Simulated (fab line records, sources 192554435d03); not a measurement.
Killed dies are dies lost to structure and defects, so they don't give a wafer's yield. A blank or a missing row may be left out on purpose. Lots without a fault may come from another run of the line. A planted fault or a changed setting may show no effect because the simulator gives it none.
Which tool did it? | flow n5_finfet | 24 lots, 72 wafers sampled, at 2 steps of a route of 1938

WHAT THE GAUGES READ, wafer by wafer
N5_BEOL_M5_CD_MEAS_18: pitch 56 nm, target cd 28 nm.
lot  | measured     | on        | cd_nm (nm)
L075 | day 13 21:50 | cd_sem-01 | 28.2 28.3 28.1
L078 | day 14 07:29 | cd_sem-01 | 27.8 27.8 28.0
L077 | day 14 23:47 | cd_sem-02 | 27.0 27.4 27.8
L084 | day 15 01:48 | cd_sem-02 | 28.6 28.0 27.9
L074 | day 15 14:17 | cd_sem-02 | 28.0 27.8 27.9
L079 | day 15 20:18 | cd_sem-02 | 28.4 28.3 28.6
L080 | day 16 03:54 | cd_sem-03 | 28.6 27.8 28.7
L076 | day 16 14:28 | cd_sem-02 | 27.8 28.1 28.2
L083 | day 17 03:34 | cd_sem-03 | 28.1 28.5 28.1
L081 | day 17 07:46 | cd_sem-02 | 28.8 28.5 28.6
L082 | day 17 10:14 | cd_sem-01 | 28.0 28.3 27.7
L085 | day 17 15:45 | cd_sem-03 | 28.4 27.9 27.9
L091 | day 17 19:56 | cd_sem-03 | 27.7 28.3 28.3
L087 | day 17 20:08 | cd_sem-01 | 28.0 28.5 28.1
L086 | day 17 23:01 | cd_sem-02 | 27.9 28.1 28.4
L090 | day 17 23:38 | cd_sem-03 | 28.6 28.2 28.3
L088 | day 18 06:20 | cd_sem-01 | 28.5 28.0 27.7
L089 | day 18 10:32 | cd_sem-02 | 28.1 28.6 27.8
L093 | day 19 06:30 | cd_sem-02 | 28.0 28.1 27.6
L092 | day 19 06:42 | cd_sem-01 | 27.7 28.4 28.2
L095 | day 19 07:22 | cd_sem-02 | 27.9 28.4 27.9
L094 | day 20 09:42 | cd_sem-01 | 28.2 28.3 28.2
L096 | day 20 09:55 | cd_sem-03 | 27.6 28.1 28.3
L097 | day 20 18:10 | cd_sem-02 | 28.2 28.5 28.3

N5_BEOL_M5_CD_MEAS_28: target cd 30.6 nm, target cd y 20 nm.
lot  | measured     | on        | cd_nm (nm)
L075 | day 13 23:29 | cd_sem-01 | 30.67 30.62 30.36
L078 | day 14 08:21 | cd_sem-02 | 31.03 30.44 30.58
L077 | day 15 00:52 | cd_sem-02 | 30.40 31.27 30.64
L084 | day 15 04:44 | cd_sem-02 | 30.41 30.47 30.25
L074 | day 15 14:53 | cd_sem-01 | 30.63 30.71 30.81
L079 | day 15 20:46 | cd_sem-03 | 30.58 30.76 30.87
L080 | day 16 04:27 | cd_sem-02 | 30.73 30.61 30.38
L076 | day 16 14:58 | cd_sem-02 | 30.58 30.91 30.82
L083 | day 17 06:04 | cd_sem-01 | 30.63 30.56 30.65
L081 | day 17 08:05 | cd_sem-03 | 30.34 30.72 29.96
L082 | day 17 13:42 | cd_sem-02 | 30.20 30.35 30.17
L085 | day 17 18:43 | cd_sem-03 | 30.65 30.81 30.65
L091 | day 17 21:10 | cd_sem-02 | 30.71 30.85 30.43
L087 | day 17 21:07 | cd_sem-01 | 30.45 30.94 30.46
L086 | day 18 03:49 | cd_sem-03 | 31.01 30.99 30.87
L090 | day 18 03:59 | cd_sem-02 | 30.48 30.06 30.90
L088 | day 18 09:12 | cd_sem-02 | 30.53 30.63 30.55
L089 | day 18 12:23 | cd_sem-01 | 30.70 30.62 30.22
L093 | day 19 09:13 | cd_sem-02 | 30.54 30.45 30.68
L092 | day 19 09:10 | cd_sem-03 | 30.83 30.26 30.38
L095 | day 19 09:24 | cd_sem-02 | 30.58 30.77 30.75
L094 | day 20 10:14 | cd_sem-01 | 30.59 30.76 30.31
L096 | day 20 10:37 | cd_sem-01 | 30.41 30.85 30.88
L097 | day 20 18:37 | cd_sem-02 | 30.55 30.58 30.47

WHICH TOOL RAN EACH LOT (tool, then ch and the chambers of the sampled wafers, then the start)
The record holds no process step before these readings.

WHAT THE TOOLS THEMSELVES READ (means of the sampled wafers that have a number; where no wafer has one, the mark that the record gives instead)
The record holds no such reading with a usual standard deviation.

THE ANSWER, worked out from the rows above alone
Rule: what is usual is taken from the lots themselves. Put in order of their means at a reading, lots are off if they are a third of the lots or fewer, leave a main group of 4 or more, and stand apart from it by a gap of 3 or more times the standard deviation of the main group's means; of several such gaps the widest counts. A main group whose means are all the same, to the digits that the tables above print for the reading, isn't used. A lot without any number at a reading at which 4 lots or more have one is off too. The other lots that the step has rows for count as sound. The gauges are gone through in route order, then the tools' own readings, and for those a lot's mean is taken as printed above. The first step at which some lot is off is used, and at that step the reading that is off furthest; a lot without a number counts as furthest.
No lot is off at any reading shown: from this, nothing can be told.

WHAT THE SIMULATOR HAD PUT IN
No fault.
